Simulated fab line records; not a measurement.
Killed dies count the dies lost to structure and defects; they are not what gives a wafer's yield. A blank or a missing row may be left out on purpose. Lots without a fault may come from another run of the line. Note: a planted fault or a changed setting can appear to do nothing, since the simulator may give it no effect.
fab line records ; flow n5_finfet
record: lots: 10; wafers: 29; last_day: 17
route steps=1938 shown SDB@357 BEOL_M4@1111 PASSIVATION@1936
lots untouched by any fault: they come from a run of this same line in which no faults occurred
start_h: hours from the record's opening day to when the first of the lot's shown wafers began ; wait_h: hours elapsed since this lot's preceding step ; " the same as in the row above ; L1.1+2: a single row standing in for several wafers ; - no value present, or no start provided ; * or withheld: withheld ; < > ~ a bound
route shown NAME@n: a module of which the file shows steps, and the number in the route of the first ; usual: the fault-free wafers' mean and standard deviation ; same: alike in all rows ; chamber/n: place in a boat ; sites: each site's reading ; _std_site: standard deviation across them ; _edge_site: mean of outer sites minus mean of inner sites ; radius_mm: how far each site lies from the wafer's centre ; mask NAME#n: copy n ; behind: tool/chamber where the wafer was last shaped ; hold: why the lot went on hold/how many hours it stayed there/how the hold came to an end ; device: the transistor (n, p or np) that didn't switch ; end of line: tests run on the same wafers once the route is complete ; a step given without rows: its recipe and nothing more ; killed: the dies lost at the first sort to structure and to defects; this is not the yield of the wafer ; map: per-die view of a wafer (x killed, . not killed, _ where there is no die)
set.NAME: setting as actually run; set.NAME@STEP: the setting as run at that earlier step ; model.NAME: the simulator's own value behind a step, which no gauge read
a sample of lots followed through the steps of the route, with each step as a table and each wafer as a row
services: the hour from which a tool's chamber was out of use, counted from the record's first day as start_h (under 0 if before that day), plus the number of hours and why
== steps ==
step: N5_SDB_OVL_MEAS_12
recipe: points_per_wafer: 44
usual: SDB_OVL: 0.1/0.61
lot.wafer;tool;chamber;start_h;wait_h;SDB_OVL[nm]
L626.1;overlay-01;0;97.89;0.0;-0.7
L626.2;overlay-01;0;97.89;0.0;-1.7
L626.3;overlay-01;0;97.89;0.0;0.1
L627.1;overlay-02;0;103.66;0.0;-0.1
L627.3;overlay-02;0;103.66;0.0;-0.1
L627.6;overlay-02;0;103.66;0.0;0.8
L629.3;overlay-02;0;118.08;0.0;0.6
L629.4;overlay-02;0;118.08;0.0;0.2
L629.6;overlay-02;0;118.08;0.0;0.5
L630.2;overlay-02;0;119.61;0.0;-0.2
L630.4;overlay-02;0;119.61;0.0;0.5
L630.6;overlay-02;0;119.61;0.0;0.4
L632.1;overlay-01;0;133.11;0.0;0.5
L632.2;overlay-01;0;133.11;0.0;-0.4
L632.5;overlay-01;0;133.11;0.0;-0.4
L634.1;overlay-02;0;143.00;0.0;-1.2
L634.4;overlay-02;0;143.00;0.0;-0.2
L634.5;overlay-02;0;143.00;0.0;-0.6
L636.1;overlay-02;0;157.91;0.0;-0.1
L636.5;overlay-02;0;157.91;0.0;-0.1
L636.6;overlay-02;0;157.91;0.0;-0.5
L637.3;overlay-02;0;163.61;0.0;1.0
L637.4;overlay-02;0;163.61;0.0;-0.5
L637.6;overlay-02;0;163.61;0.0;0.1
L638.1;overlay-02;0;169.17;0.0;-0.6
L638.5;overlay-02;0;169.17;0.0;-0.5
L638.6;overlay-02;0;169.17;0.0;-0.5
L639.1;overlay-02;0;175.03;0.1;-0.6
L639.3;overlay-02;0;175.03;0.1;0.7
step: N5_SDB_INSPECT_13
recipe: mode: adi; inspect_instrument: brightfield
usual: raw_defect_count: 83/37
lot.wafer;tool;chamber;start_h;wait_h;raw_defect_count
L626.1;defect_inspect-02;-;97.91;0.0;108
L626.2;defect_inspect-02;-;97.91;0.0;143
L626.3;defect_inspect-02;-;97.91;0.0;67
L627.1;defect_inspect-02;-;103.68;0.0;172
L627.3;defect_inspect-02;-;103.68;0.0;112
L627.6;defect_inspect-02;-;103.68;0.0;118
L629.3;defect_inspect-02;-;118.10;0.0;73
L629.4;defect_inspect-02;-;118.10;0.0;46
L629.6;defect_inspect-02;-;118.10;0.0;70
L630.2;defect_inspect-01;-;119.63;0.0;92
L630.4;defect_inspect-01;-;119.63;0.0;49
L630.6;defect_inspect-01;-;119.63;0.0;61
L632.1;defect_inspect-01;-;133.13;0.0;104
L632.2;defect_inspect-01;-;133.13;0.0;65
L632.5;defect_inspect-01;-;133.13;0.0;92
L634.1;defect_inspect-01;-;143.03;0.0;112
L634.4;defect_inspect-01;-;143.03;0.0;197
L634.5;defect_inspect-01;-;143.03;0.0;126
L636.1;defect_inspect-02;-;157.94;0.0;49
L636.5;defect_inspect-02;-;157.94;0.0;76
L636.6;defect_inspect-02;-;157.94;0.0;65
L637.3;defect_inspect-02;-;163.63;0.0;146
L637.4;defect_inspect-02;-;163.63;0.0;137
L637.6;defect_inspect-02;-;163.63;0.0;149
L638.1;defect_inspect-02;-;169.19;0.0;81
L638.5;defect_inspect-02;-;169.19;0.0;41
L638.6;defect_inspect-02;-;169.19;0.0;35
L639.1;defect_inspect-01;-;175.06;0.0;47
L639.3;defect_inspect-01;-;175.06;0.0;40
step: N5_SDB_ETCH_17
recipe: chemistry: CF4; target: SiARC; target_depth_a: 234; mask_material: CAR-ArF; time_s: 39; ion_energy_ev: 80; pressure_mtorr: 40; source_w: 545; bias_w: 36; Ar_flow_sccm: 100; cf4_flow_sccm: 100; ends: cleared
usual: bias_w: 36.00/0.11; drypump_motor_current_A: 5.7/0.43; etch_rf_on_time_s: 38.8/1.2; oes_product_au: 0.65/0.079; rf_vpp_V: 183.5/1; showerhead_plenum_p_Torr: 2.10/0.065; throttle_valve_pct: 15.57/0.28
lot.wafer;tool;chamber;start_h;wait_h;bias_w;drypump_motor_current_A;etch_rf_on_time_s;oes_product_au;rf_hours_counter_h;rf_vpp_V;showerhead_plenum_p_Torr;throttle_valve_pct
L626.1;rie_diel-05;2;97.98;0.0;35.81;5.1;40.3;0.62;180;184.8;2.24;15.59
L626.2;rie_diel-05;0;97.98;0.0;36.19;5.7;39.0;0.60;211;183.7;2.04;15.79
L626.3;rie_diel-05;1;97.98;0.0;36.14;6.1;37.9;0.79;13;184.9;2.11;15.19
L627.1;rie_diel-04;1;103.75;0.0;36.07;5.2;40.2;0.61;161;183.1;2.06;15.34
L627.3;rie_diel-04;2;103.75;0.0;35.85;5.8;39.3;0.63;155;184.7;2.21;15.68
L627.6;rie_diel-04;0;103.75;0.0;36.01;5.6;39.1;0.60;-;182.6;2.04;15.56
L629.3;rie_diel-04;1;118.17;0.0;35.94;5.2;39.4;0.62;166;182.8;2.06;15.35
L629.4;rie_diel-04;0;118.17;0.0;35.97;5.6;39.3;0.59;218;182.3;2.04;15.56
L629.6;rie_diel-04;3;118.17;0.0;36.09;5.4;37.9;0.81;-;183.7;2.10;15.11
L630.2;rie_diel-06;2;119.70;0.0;36.14;5.4;39.3;0.62;174;182.3;2.03;15.65
L630.4;rie_diel-06;2;119.70;0.0;36.00;5.5;39.6;0.62;-;182.5;2.03;15.65
L630.6;rie_diel-06;3;119.70;0.0;35.83;6.4;36.4;0.79;-;184.8;2.07;15.29
L632.1;rie_diel-04;0;133.20;0.0;36.02;5.6;39.2;0.60;224;182.3;2.04;15.57
L632.2;rie_diel-04;1;133.20;0.0;36.03;5.2;39.8;0.62;172;182.5;2.05;15.37
L632.5;rie_diel-04;1;133.20;0.0;35.95;5.2;39.5;0.62;-;182.2;2.05;15.35
L634.1;rie_diel-06;0;143.13;0.0;36.14;6.7;39.3;0.61;231;184.2;2.13;16.05
L634.4;rie_diel-06;2;143.13;0.0;35.93;5.4;39.2;0.62;184;183.3;2.03;15.66
L634.5;rie_diel-06;2;143.13;0.0;35.77;5.4;39.6;0.61;-;183.6;2.03;15.66
L636.1;rie_diel-04;3;158.45;0.0;35.90;5.3;37.9;0.78;25;184.1;2.09;15.14
L636.5;rie_diel-04;2;158.45;0.0;35.82;5.8;39.3;0.63;-;184.0;2.21;15.70
L636.6;rie_diel-04;1;158.45;0.0;36.00;5.2;39.7;0.61;-;183.3;2.05;15.38
L637.3;rie_diel-06;0;163.70;0.0;36.02;6.6;39.7;0.60;238;184.2;2.13;16.03
L637.4;rie_diel-06;1;163.70;0.0;35.91;6.0;37.1;0.61;230;182.0;2.11;15.99
L637.6;rie_diel-06;2;163.70;0.0;35.81;5.5;39.8;0.61;-;182.2;2.03;15.67
L638.1;rie_diel-04;0;169.28;0.0;36.04;5.6;39.6;0.58;236;182.0;2.04;15.59
L638.5;rie_diel-04;3;169.28;0.0;36.03;5.3;38.4;0.77;-;183.0;2.09;15.15
L638.6;rie_diel-04;2;169.28;0.0;36.27;5.8;39.4;0.63;-;185.8;2.21;15.70
L639.1;rie_diel-06;1;175.41;0.0;36.02;6.0;37.1;0.60;234;182.8;2.11;15.98
L639.3;rie_diel-06;2;175.41;0.0;35.90;5.4;39.7;0.60;195;183.0;2.02;15.70
step: N5_SDB_ALD_29
recipe: material: SiNx; target_thk_a: 300; temp_c: 400; ald_precursor_family: SiH2I2; ald_co_reactant: N2/H2-plasma; pulse_time_s: 1; ald_cycles: 600; purge_time_s: 2; co_reactant_purge_time_s: 2; pressure_torr: 2
usual: ald_cycles: 600/0; heater_power_w: 866/110; precursor_pulse_height_rel: 1.000/0.02; susceptor_temp_C: 399.98/0.21
lot.wafer;tool;chamber;start_h;wait_h;ald_cycles;heater_power_w;precursor_pulse_height_rel;since_wet_clean_h;susceptor_temp_C
L626.1;ald_sin-04;3;99.12;0.0;600;832;0.982;289;400.42
L626.2;ald_sin-04;0;99.12;0.0;600;938;0.997;289;400.01
L626.3;ald_sin-04;2;99.12;0.0;600;868;0.986;289;400.18
L627.1;ald_sin-03;1;104.52;0.0;600;715;0.996;97;399.77
L627.3;ald_sin-03;2;104.52;0.0;600;1002;1.010;97;400.34
L627.6;ald_sin-03;3;105.87;1.4;600;683;1.006;-;400.18
L629.3;ald_sin-03;0;118.93;0.0;600;956;0.988;112;399.81
L629.4;ald_sin-03;1;118.93;0.0;600;753;0.974;112;399.80
L629.6;ald_sin-03;0;120.28;1.4;600;956;1.029;-;399.83
L630.2;ald_sin-04;3;120.46;0.0;600;848;0.999;310;400.24
L630.4;ald_sin-04;1;120.46;0.0;600;1017;1.012;310;399.76
L630.6;ald_sin-04;1;121.81;1.4;600;1004;0.968;-;399.83
L632.1;ald_sin-04;3;134.01;0.1;600;828;0.971;324;399.85
L632.2;ald_sin-04;2;134.01;0.1;600;876;1.011;324;400.06
L632.5;ald_sin-04;0;135.37;1.4;600;941;1.012;-;399.74
L634.1;ald_sin-04;3;143.90;0.0;600;832;1.016;333;400.16
L634.4;ald_sin-04;0;143.90;0.0;600;921;1.019;333;399.69
L634.5;ald_sin-04;2;145.25;1.4;600;866;1.022;-;400.05
L636.1;ald_sin-04;0;159.21;0.0;322;947;1.028;349;400.40
L636.5;ald_sin-04;3;160.57;1.4;600;844;1.023;-;399.99
L636.6;ald_sin-04;2;160.57;1.4;600;869;0.986;-;399.95
L637.3;ald_sin-02;1;164.50;0.0;600;822;1.018;263;399.93
L637.4;ald_sin-02;3;165.86;1.4;600;879;0.996;-;400.00
L637.6;ald_sin-02;1;165.86;1.4;600;849;0.995;-;400.10
L638.1;ald_sin-03;3;170.04;0.0;600;694;1.026;163;399.64
L638.5;ald_sin-03;0;171.39;1.4;600;954;0.981;-;400.07
L638.6;ald_sin-03;1;171.39;1.4;600;761;0.971;-;399.75
L639.1;ald_sin-04;2;176.48;0.0;322;880;1.010;366;400.27
L639.3;ald_sin-04;0;176.48;0.0;322;951;0.989;366;399.88
step: N5_BEOL_M4_RC_MEAS_101
usual: DIBL_N: 36.0/2.5; DIBL_P: 36.7/3; IOFF_N: 0.16/0.043; IOFF_P: 0.21/0.049; ION_N: 673/15; ION_P: 461/9.8; SS_N: 71.5/0.83; SS_P: 73.4/0.83; VT_N: 250/4; VT_P: -251/4
lot.wafer;tool;chamber;start_h;wait_h;DIBL_N[mV/V];DIBL_P[mV/V];IOFF_N[nA/um];IOFF_P[nA/um];ION_N[uA/um];ION_P[uA/um];SS_N[mV/dec];SS_P[mV/dec];VT_N[mV];VT_P[mV]
L626.1;prober-01;0;192.36;0.0;40.5;41.9;0.23;0.29;687;465;72.0;73.8;244;-245
L626.2;prober-01;0;192.36;0.0;32.2;32.5;0.09;0.15;647;452;69.8;71.4;258;-253
L626.3;prober-01;0;192.36;0.0;38.0;39.1;0.18;0.24;681;465;71.5;73.0;248;-247
L627.1;prober-01;0;199.92;0.0;34.7;36.8;0.13;0.22;668;469;71.1;74.0;250;-248
L627.3;prober-01;0;199.92;0.0;39.3;41.9;0.24;0.32;697;476;72.0;74.6;244;-243
L627.6;prober-01;0;199.92;0.0;35.2;37.8;0.14;0.23;660;461;70.2;74.2;253;-248
L629.3;prober-01;0;216.36;0.3;38.4;38.0;0.19;0.23;673;462;72.0;74.1;252;-251
L629.4;prober-01;0;216.36;0.3;35.0;35.9;0.13;0.19;665;456;71.3;73.1;254;-253
L629.6;prober-01;0;216.36;0.3;36.9;38.2;0.16;0.23;664;460;72.0;74.3;252;-250
L630.2;prober-01;0;218.24;0.2;39.2;43.4;0.28;0.32;689;470;72.0;75.1;242;-244
L630.4;prober-01;0;218.24;0.2;35.1;35.1;0.17;0.18;666;456;71.2;73.2;249;-254
L630.6;prober-01;0;218.24;0.2;33.3;35.7;0.13;0.17;677;463;69.9;72.6;251;-254
L634.1;prober-01;0;239.40;0.0;38.9;38.3;0.19;0.23;687;462;72.6;74.1;248;-250
L634.4;prober-01;0;239.40;0.0;33.3;32.8;0.10;0.16;648;446;70.9;72.7;258;-253
L634.5;prober-01;0;239.40;0.0;36.2;35.1;0.14;0.18;654;446;72.4;73.5;253;-251
L632.1;prober-02;0;242.03;0.0;39.5;40.3;0.23;0.28;685;460;72.8;74.4;245;-247
L632.2;prober-02;0;242.03;0.0;35.1;34.3;0.14;0.19;686;473;70.6;73.1;252;-254
L632.5;prober-02;0;242.03;0.0;37.1;36.4;0.19;0.21;678;457;71.6;73.3;247;-253
L636.1;prober-01;0;266.62;0.0;34.7;34.9;0.14;0.19;677;466;70.6;73.5;251;-250
L636.5;prober-01;0;266.62;0.0;38.4;39.5;0.21;0.27;684;469;72.1;74.4;246;-248
L636.6;prober-01;0;266.62;0.0;35.1;35.9;0.15;0.21;670;459;71.5;72.9;252;-253
L637.3;prober-01;0;270.19;0.3;34.1;34.3;0.12;0.15;682;458;70.1;72.9;251;-257
L637.4;prober-01;0;270.19;0.3;37.5;37.5;0.18;0.20;693;462;72.1;74.3;249;-252
L637.6;prober-01;0;270.19;0.3;33.7;34.6;0.12;0.17;666;460;71.0;73.0;253;-252
L638.1;prober-02;0;276.94;0.0;34.9;36.0;0.14;0.22;666;462;70.3;73.1;251;-247
L638.5;prober-02;0;276.94;0.0;37.1;38.8;0.17;0.26;672;469;71.8;73.2;248;-246
L638.6;prober-02;0;276.94;0.0;37.5;39.1;0.19;0.27;694;484;71.2;73.4;246;-244
L639.1;prober-02;0;296.13;0.0;34.8;37.1;0.16;0.19;679;462;71.5;73.4;248;-252
L639.3;prober-02;0;296.13;0.0;31.6;33.3;0.11;0.14;664;454;70.2;72.8;258;-256
step: N5_PASSIVATION_PROBE_49
usual: defect_limited_yield: 91.1/1.5; killed_at_M0_to_M3: 37/11; killed_at_M4_up: 13/5.6; killed_at_contacts: 12/5.6; killed_at_front_end: 39/11; killed_at_other: 4/3.1; killed_dies: 105/18; killed_open: 69/13; killed_short: 35/7.4; sort_bin_4_leakage: 0.00/0.022; sort_bin_5_function: 5.1/0.92; sort_bin_6_memory: 3.4/0.76; sort_bin_8_speed: 0.02/0.11; sort_n_pass: 1075/18; sort_yield_pct: 91.1/1.5
same: gross_dies: 1180; killed_at_back_side: 0
lot.wafer;tool;chamber;start_h;wait_h;defect_limited_yield[%];killed_at_M0_to_M3;killed_at_M4_up;killed_at_contacts;killed_at_front_end;killed_at_other;killed_dies;killed_open;killed_short;sort_bin_4_leakage[%];sort_bin_5_function[%];sort_bin_6_memory[%];sort_bin_8_speed[%];sort_n_pass;sort_yield_pct[%]
L627.1;prober-01;-;301.72;0.0;89.0;44;11;10;59;6;130;86;42;0;6.7;4.1;0;1050;89.0
L627.3;prober-01;-;301.82;0.1;90.3;38;18;8;44;6;114;70;42;0;5.8;3.5;0;1066;90.3
L627.6;prober-01;-;301.97;0.3;90.3;32;13;12;48;9;114;65;47;0;5.3;4.2;0;1066;90.3
L630.2;prober-01;-;315.89;0.1;88.9;47;8;16;53;7;131;82;47;0.25;5.9;4.6;0;1046;88.6
L630.4;prober-01;-;315.99;0.2;89.7;44;11;15;46;5;121;86;34;0;6.0;3.8;0;1059;89.7
L630.6;prober-01;-;316.09;0.3;90.8;37;4;10;50;8;109;54;54;0;5.6;2.9;0;1071;90.8
L629.3;prober-02;-;324.51;0.1;88.1;50;22;26;37;6;141;108;32;0;7.5;4.2;0;1039;88.1
L629.4;prober-02;-;324.56;0.2;89.6;39;16;8;59;1;123;80;43;0;5.5;4.5;0;1057;89.6
L629.6;prober-02;-;324.66;0.3;92.2;31;7;10;41;3;92;60;31;0;4.9;2.6;0;1088;92.2
L637.3;prober-02;-;390.29;0.1;91.9;27;11;11;46;1;96;58;38;0;4.6;3.2;0;1084;91.9
L637.4;prober-02;-;390.34;0.2;91.4;36;16;14;34;1;101;62;37;0;5.3;3.0;0;1079;91.4
L637.6;prober-02;-;390.44;0.3;91.2;36;18;12;36;2;104;68;36;0;4.8;3.9;0;1076;91.2
L638.1;prober-02;-;395.17;0.0;90.8;20;11;18;55;4;108;74;34;0;5.3;3.6;0;1072;90.8
L638.5;prober-02;-;395.37;0.2;92.0;27;11;4;49;3;94;65;29;0;4.2;3.5;0;1086;92.0
L638.6;prober-02;-;395.42;0.3;91.0;35;15;7;47;2;106;73;32;0;5.4;3.5;0;1074;91.0
L639.1;prober-02;-;410.03;0.0;92.8;25;10;13;33;4;85;53;30;0;5.0;1.9;0;1095;92.8
L639.3;prober-02;-;410.13;0.1;90.6;33;20;19;38;1;111;70;38;0;4.9;4.2;0;1069;90.6
killed by level:class
L627.1 STI_FIN_REVEAL:geometric_particle:open=16 FIN_SAQP:geometric_particle:open=15 FIN_SAQP:geometric_particle:short=12 BEOL_M0_SAQP:geometric_particle:open=12 BEOL_M0_SAQP:geometric_particle:short=10 BEOL_M3:geometric_particle:open=9 MOL_CONTACT_COAG:geometric_particle:open=7 GATE_CUT:geometric_particle:short=5
L627.3 FIN_SAQP:geometric_particle:short=15 BEOL_M2:geometric_particle:open=13 FIN_SAQP:geometric_particle:open=9 STI_FIN_REVEAL:geometric_particle:open=9 BEOL_M0_SAQP:geometric_particle:short=7 MOL_CONTACT_COAG:geometric_particle:open=6 BEOL_M0_SAQP:geometric_particle:open=6 DUMMY_GATE:geometric_particle:open=4
L627.6 FIN_SAQP:geometric_particle:short=19 FIN_SAQP:geometric_particle:open=10 MOL_CONTACT_COAG:geometric_particle:open=10 BEOL_M0_SAQP:geometric_particle:open=9 BEOL_M0_SAQP:geometric_particle:short=6 BEOL_M3:geometric_particle:open=6 MIM_TOP_ETCH:geometric_particle:short=5 GATE_CUT:geometric_particle:short=4
L630.2 FIN_SAQP:geometric_particle:open=16 FIN_SAQP:geometric_particle:short=15 BEOL_M0_SAQP:geometric_particle:open=14 MOL_CONTACT_COAG:geometric_particle:open=13 BEOL_M0_SAQP:geometric_particle:short=10 STI_FIN_REVEAL:geometric_particle:open=9 BEOL_M2:geometric_particle:short=7 BEOL_M2:geometric_particle:open=7
L630.4 FIN_SAQP:geometric_particle:open=14 MOL_CONTACT_COAG:geometric_particle:open=13 BEOL_M0_SAQP:geometric_particle:short=9 FIN_SAQP:geometric_particle:short=8 BEOL_M0_SAQP:geometric_particle:open=8 BEOL_M3:geometric_particle:open=8 STI_FIN_REVEAL:geometric_particle:open=7 STI_FIN_REVEAL:geometric_particle:short=5
L630.6 FIN_SAQP:geometric_particle:short=18 BEOL_M0_SAQP:geometric_particle:open=10 MOL_CONTACT_COAG:geometric_particle:open=8 BEOL_M0_SAQP:geometric_particle:short=8 GATE_CUT:geometric_particle:short=6 FIN_SAQP:geometric_particle:open=5 STI_FIN_REVEAL:geometric_particle:open=5 STARTING-WAFER:geometric_particle:short=5
L629.3 MOL_CONTACT_COAG:geometric_particle:open=19 STI_FIN_REVEAL:geometric_particle:open=16 BEOL_M4:geometric_particle:open=13 BEOL_M0_SAQP:geometric_particle:open=13 BEOL_M0_SAQP:geometric_particle:short=13 BEOL_M3:geometric_particle:open=9 BEOL_M1:geometric_particle:open=8 MOL_CONTACT_COAG:geometric_particle:short=7
L629.4 STI_FIN_REVEAL:geometric_particle:open=26 BEOL_M0_SAQP:geometric_particle:open=13 BEOL_M0_SAQP:geometric_particle:short=9 ILD0:geometric_particle:short=7 BEOL_M1:geometric_particle:open=6 MOL_CONTACT_COAG:geometric_particle:open=5 BEOL_M0:geometric_particle:open=5 STARTING-WAFER:geometric_particle:short=5
L629.6 STI_FIN_REVEAL:geometric_particle:open=16 BEOL_M1:geometric_particle:open=14 MOL_CONTACT_COAG:geometric_particle:open=7 BEOL_M0_SAQP:geometric_particle:short=6 GATE_CUT:geometric_particle:short=4 BEOL_M0_SAQP:geometric_particle:open=4 STARTING-WAFER:geometric_particle:open=4 FIN_SAQP:geometric_particle:open=3
L637.3 STI_FIN_REVEAL:geometric_particle:open=13 FIN_SAQP:geometric_particle:short=12 FIN_SAQP:geometric_particle:open=9 MOL_CONTACT_COAG:geometric_particle:open=7 BEOL_M4:geometric_particle:open=6 GATE_CUT:geometric_particle:short=6 BEOL_M3:geometric_particle:open=6 BEOL_M0_SAQP:geometric_particle:short=5
L637.4 MOL_CONTACT_COAG:geometric_particle:open=12 BEOL_M0_SAQP:geometric_particle:short=12 GATE_CUT:geometric_particle:short=10 STI_FIN_REVEAL:geometric_particle:open=8 BEOL_M3:geometric_particle:open=7 BEOL_M2:geometric_particle:open=6 BEOL_M4:geometric_particle:open=6 FIN_SAQP:geometric_particle:short=4
L637.6 BEOL_M0_SAQP:geometric_particle:short=13 MOL_CONTACT_COAG:geometric_particle:open=11 BEOL_M4:geometric_particle:open=10 STI_FIN_REVEAL:geometric_particle:open=8 BEOL_M0_SAQP:geometric_particle:open=8 BEOL_M3:geometric_particle:open=8 FIN_SAQP:geometric_particle:short=6 FIN_SAQP:geometric_particle:open=4
L638.1 FIN_SAQP:geometric_particle:open=23 FIN_SAQP:geometric_particle:short=13 MOL_CONTACT_COAG:geometric_particle:open=13 BEOL_M0_SAQP:geometric_particle:short=8 STI_FIN_REVEAL:geometric_particle:open=5 MOL_CONTACT_COAG:geometric_particle:short=5 BEOL_M2:geometric_particle:open=4 BEOL_M8:geometric_particle:open=4
L638.5 FIN_SAQP:geometric_particle:open=18 STI_FIN_REVEAL:geometric_particle:open=8 BEOL_M0_SAQP:geometric_particle:short=7 BEOL_M0_SAQP:geometric_particle:open=7 FIN_SAQP:geometric_particle:short=6 GATE_CUT:geometric_particle:short=5 BEOL_M1:geometric_particle:open=4 BEOL_M2:geometric_particle:open=4
L638.6 BEOL_M0_SAQP:geometric_particle:open=15 FIN_SAQP:geometric_particle:open=13 BEOL_M0_SAQP:geometric_particle:short=8 GATE_CUT:geometric_particle:short=7 GATE_CUT:geometric_particle:open=7 MOL_CONTACT_COAG:geometric_particle:open=6 STI_FIN_REVEAL:geometric_particle:open=5 BEOL_M4:geometric_particle:open=5
L639.1 MOL_CONTACT_COAG:geometric_particle:open=12 FIN_SAQP:geometric_particle:open=8 STI_FIN_REVEAL:geometric_particle:open=7 GATE_CUT:geometric_particle:short=7 BEOL_M1:geometric_particle:open=5 BEOL_M3:geometric_particle:open=4 BEOL_M2:geometric_particle:short=4 BEOL_M1:geometric_particle:short=3
L639.3 MOL_CONTACT_COAG:geometric_particle:open=16 FIN_SAQP:geometric_particle:open=9 FIN_SAQP:geometric_particle:short=8 BEOL_M3:geometric_particle:open=8 BEOL_M4:geometric_particle:open=6 BEOL_M0_SAQP:geometric_particle:open=5 BEOL_M2:geometric_particle:short=4 BEOL_M3:geometric_particle:short=4
== services ==
tool;chamber;start_h;hours;kind
rie_diel-05;2;90.55;4.2;repair
rie_diel-06;0;107.86;29.5;repair
rie_diel-05;2;112.56;7.4;repair
rie_diel-04;2;130.36;10.1;repair
rie_diel-05;3;134.08;65.0;repair
ald_sin-02;2;161.86;7.6;repair
== key ==
first_sign: step: N5_SDB_ALD_29; reading: ald_cycles; direction: down; sigmas: 99+; usual: *; struck: *
effect none on later readings
met_at N5_SDB_ALD_29
struck_lots L636,L639
struck_wafers L636.1,L639.1,L639.3
not_acting_at N5_SDB_OVL_MEAS_12,N5_SDB_INSPECT_13,N5_SDB_ETCH_17
onset_between 143.90 159.21
fault: kind: process_parameter_drift; tool: ald_sin-04; chamber: -; onset_h: 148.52; steps: N5_SDB_ALD_29; channel: ald_cycles; offset: *; shape: step; end_h: 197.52; scope: struck_wafers_only; acts_in: *; stated: *
